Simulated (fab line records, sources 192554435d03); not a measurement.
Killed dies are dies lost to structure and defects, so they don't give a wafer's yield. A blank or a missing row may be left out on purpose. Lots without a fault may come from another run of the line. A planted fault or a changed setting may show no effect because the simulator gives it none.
A struck lot beside a sound one | flow n5_finfet | 15 steps out of a route of 1938
Sound: wafers L165.1, L165.2, L165.3. Struck: wafer L153.1. (L153.5 of the same lot was not struck and is left out.) The cause comes at the end.
At each step with rows: each side's tool, then ch and its chambers, then its first start. Under that, the readings that differ: sound wafers | struck wafers | difference of the means | sigmas: that difference in standard deviations of wafers without a fault.
alike: readings whose means differ by less than 2 such deviations, and words and numbers that are the same on both sides. not compared: withheld readings, readings that some wafer has no value for, bounds like >300 that may hide the same value, and numbers for which the record gives no deviation and whose values overlap.
The two part at a step that has a row with sigmas, a row that says differs or no value, or rows on one side only. Numbers that don't overlap but have no deviation are shown without sigmas and don't part them. A reading that every wafer of one side lacks parts them only if that side has two wafers or more.

first, 4 steps without rows for these wafers: N5_BEOL_M11_SOFTBAKE_06 (time 60 s); N5_BEOL_M11_EXPOSE_08 (exposes mask M11); N5_BEOL_M11_PEB_09 (peb time 60 s); N5_BEOL_M11_DEVELOP_10 (develop time 30 s).
N5_BEOL_M11_CD_MEAS_11: target cd 64.1 nm.
  sound on cd_sem-01 ch 0, day 15 10:26; struck on cd_sem-01 ch 0, day 11 15:37
  alike: cd_nm
N5_BEOL_M11_OVL_MEAS_12:
  sound on overlay-01 ch 0, day 15 10:28; struck on overlay-01 ch 0, day 11 15:38
  alike: M11_OVL
N5_BEOL_M11_INSPECT_13: inspects for defects (brightfield).
  sound on defect_inspect-01, day 15 10:30; struck on defect_inspect-01, day 11 15:40
  alike: raw_defect_count
N5_BEOL_M11_DESCUM_16: chemistry O2, time 7.9 s.
  sound on rie_diel-03 ch 1,2,3, day 15 10:34; struck on rie_diel-01 ch 2, day 11 15:42
  reading                | sound    | struck | difference | sigmas
  rf_hours_counter_h (h) | 60 19 38 | 158    | +119       |
  alike: drypump_motor_current_A, oes_product_au, rf_fwd_power_W, rf_vpp_V, showerhead_plenum_p_Torr, throttle_valve_pct
N5_BEOL_M11_ETCH_61: etches SiARC in CF4, target depth 39 nm, time 65 s.
  sound on rie_diel-03 ch 1,2,3, day 15 10:36; struck on rie_diel-01 ch 2, day 11 15:44
  reading                | sound    | struck | difference | sigmas
  rf_hours_counter_h (h) | 60 19 38 | 158    | +119       |
  alike: drypump_motor_current_A, etch_rf_on_time_s, oes_product_au, rf_fwd_power_W, rf_vpp_V, showerhead_plenum_p_Torr, throttle_valve_pct
N5_BEOL_M11_ETCH_62: etches SOC in N2/H2, target depth 110 nm, overetch 22 nm, time 165 s.
  sound on rie_diel-03 ch 1,2,3, day 15 10:39; struck on rie_diel-01 ch 2, day 11 15:47
  reading                | sound    | struck | difference | sigmas
  rf_hours_counter_h (h) | 60 19 38 | 158    | +119       |
  alike: drypump_motor_current_A, h2_flow_sccm, n2_flow_sccm, oes_product_au, rf_fwd_power_W, rf_vpp_V, showerhead_plenum_p_Torr, throttle_valve_pct
then, 1 step without rows for these wafers: N5_BEOL_M11_STRIP_68 (strips in N2/H2).
N5_BEOL_M11_STRIP_67: strips in CF4.
  sound on rie_diel-03 ch 1,2,3, day 15 10:48; struck on rie_diel-01 ch 2, day 11 15:56
  reading                | sound    | struck | difference | sigmas
  rf_hours_counter_h (h) | 60 19 38 | 159    | +120       |
  alike: drypump_motor_current_A, oes_product_au, rf_vpp_V, showerhead_plenum_p_Torr, throttle_valve_pct
N5_BEOL_M11_HM_OPEN_17: chemistry Cl2/BCl3, target TiN, target depth 20 nm, overetch 6 nm.
  sound on rie_metal-03 ch 0,1, day 15 10:51; struck on rie_metal-03 ch 0, day 11 15:58
  reading                                   | sound          | struck | difference | sigmas
  model.SOC_of_BEOL_M11_COAT_59.thk_nm (nm) | 92.4 92.4 91.6 | 88.2   | -3.9       |
  alike: drypump_motor_current_A, oes_product_au, rf_fwd_power_W, throttle_valve_pct
  not compared: rf_hours_counter_h
N5_BEOL_M11_STRIP_19: strips in O2.
  sound on rie_diel-01 ch 0,2,3, day 15 10:58; struck on rie_diel-01 ch 2, day 11 16:05
  alike: drypump_motor_current_A, oes_product_au, rf_vpp_V, showerhead_plenum_p_Torr, throttle_valve_pct
  not compared: rf_hours_counter_h
N5_PASSIVATION_PROBE_49:
  sound on prober-01, day 17 11:44; struck on prober-01, day 13 09:23
  alike: defect_limited_yield, killed_at_M0_to_M3, killed_at_M4_up, killed_at_contacts, killed_at_front_end, killed_at_other, killed_dies, killed_open, killed_short, sort_bin_5_function, sort_bin_6_memory, sort_n_pass, sort_yield_pct

WHERE THEY PART
Nowhere in this record.

WHY: what the simulator had put in
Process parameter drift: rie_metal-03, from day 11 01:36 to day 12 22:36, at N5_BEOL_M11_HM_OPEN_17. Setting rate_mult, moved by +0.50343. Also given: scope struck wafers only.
